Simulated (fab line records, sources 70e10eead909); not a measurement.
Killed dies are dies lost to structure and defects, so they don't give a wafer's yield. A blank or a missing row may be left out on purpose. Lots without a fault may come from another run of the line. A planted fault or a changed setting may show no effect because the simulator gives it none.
Problem report in the 8D (eight disciplines) form, filled by code | flow nand_harc | the parts of the form that need people (team, actions taken, sign-off) are left out

1. THE PROBLEM
killed_at_array at NHARC_END_SORT_01 reads a mean of 496 on 2 wafers of 2 lots; wafers without a fault read 65 with a standard deviation of 19. That is +23 standard deviations from the usual mean.
First seen on wafer L588.1, day 29 04:04, on prober-02. The record holds 6 wafers of 2 lots with a number at this step. Rule for "out", or "out of limits": more than 4 standard deviations from the usual mean. The other wafers with a number count as sound.

2. WHAT IT IS AND WHAT IT IS NOT
question                    | is                           | is not
which readings at this step | killed_at_array, killed_dies | killed_at_other, killed_at_periphery, killed_open, killed_short
which lots                  | L587, L588                   | -
which wafers of those lots  | L587.2, L588.1               | L587.4, L587.5, L588.2, L588.6
read on which gauges        | prober-02                    | -
when                        | from day 29 04:04            | up to then (0 sound wafers); but 4 sound wafers of L587, L588 came after

3. SUSPECTS, AND WHAT RULES EACH OUT
Counting: a tool at a process step up to the reading stays a suspect if it ran every lot that is out. Sound lots after the first of them don't rule it out here, since some wafers of a struck lot are sound.
- the gauge at NHARC_END_SORT_01: ruled out. All the wafers that are out were read on prober-02, but those of them that NHARC_A_CONTACT_ETCH_96 has rows for are out there too, on other tools.
- rie_diel-04 at NHARC_A_CONTACT_ETCH_96 (etches the open film in C4F6/O2, target depth 20 nm, time 10 s): kept. It ran every lot that is out, first L587 (day 26 05:26). Its own readings are out on those wafers: oes_product_au.
- Within rie_diel-04 at NHARC_A_CONTACT_ETCH_96: the wafers that are out ran in chamber 0; their sound lot-mates ran in chambers 1, 2, 3.
Left after counting: rie_diel-04 at NHARC_A_CONTACT_ETCH_96.

4. THE CAUSE (what the simulator had put in)
Process parameter drift: rie_diel-04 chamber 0, from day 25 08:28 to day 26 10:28, at NHARC_A_CONTACT_ETCH_96. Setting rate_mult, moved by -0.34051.
Counting left only this tool.

5. THE CHAIN OF EFFECTS, in route order
Each row: a reading whose mean over the struck wafers that have a number lies more than 3 standard deviations from the usual. Only readings for which the record gives a usual standard deviation are gone through. hours: the time from each lot's start at the first step in this table that gives one to its start at this step, as a median over the lots. sigmas: the change in usual standard deviations.
hours | step                    | reading         | usual      | on struck wafers | change | sigmas
0     | NHARC_A_CONTACT_ETCH_96 | oes_product_au  | 0.968 a.u. | 0.782            | -0.186 | -7.4
73    | NHARC_END_SORT_01       | killed_at_array | 65         | 496              | +430   | +23
73    | NHARC_END_SORT_01       | killed_dies     | 69         | 498              | +430   | +23
The process steps in it:
- NHARC_A_CONTACT_ETCH_96: etches the open film in C4F6/O2, target depth 20 nm, time 10 s.

6. WHAT WOULD HAVE CAUGHT IT SOONER
In this record the first reading out of limits at a measuring or inspecting step was taken at day 29 04:04, 92 hours after the fault began at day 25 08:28.
The tool's own readings at NHARC_A_CONTACT_ETCH_96 were out on every struck wafer that the step has a row for (oes_product_au): an alarm limit on them would have fired on the first of those.
All the lots that are out (2) had begun NHARC_A_CONTACT_ETCH_96 on rie_diel-04 by day 29 04:04. A hold on the tool at that time would have spared none of them.
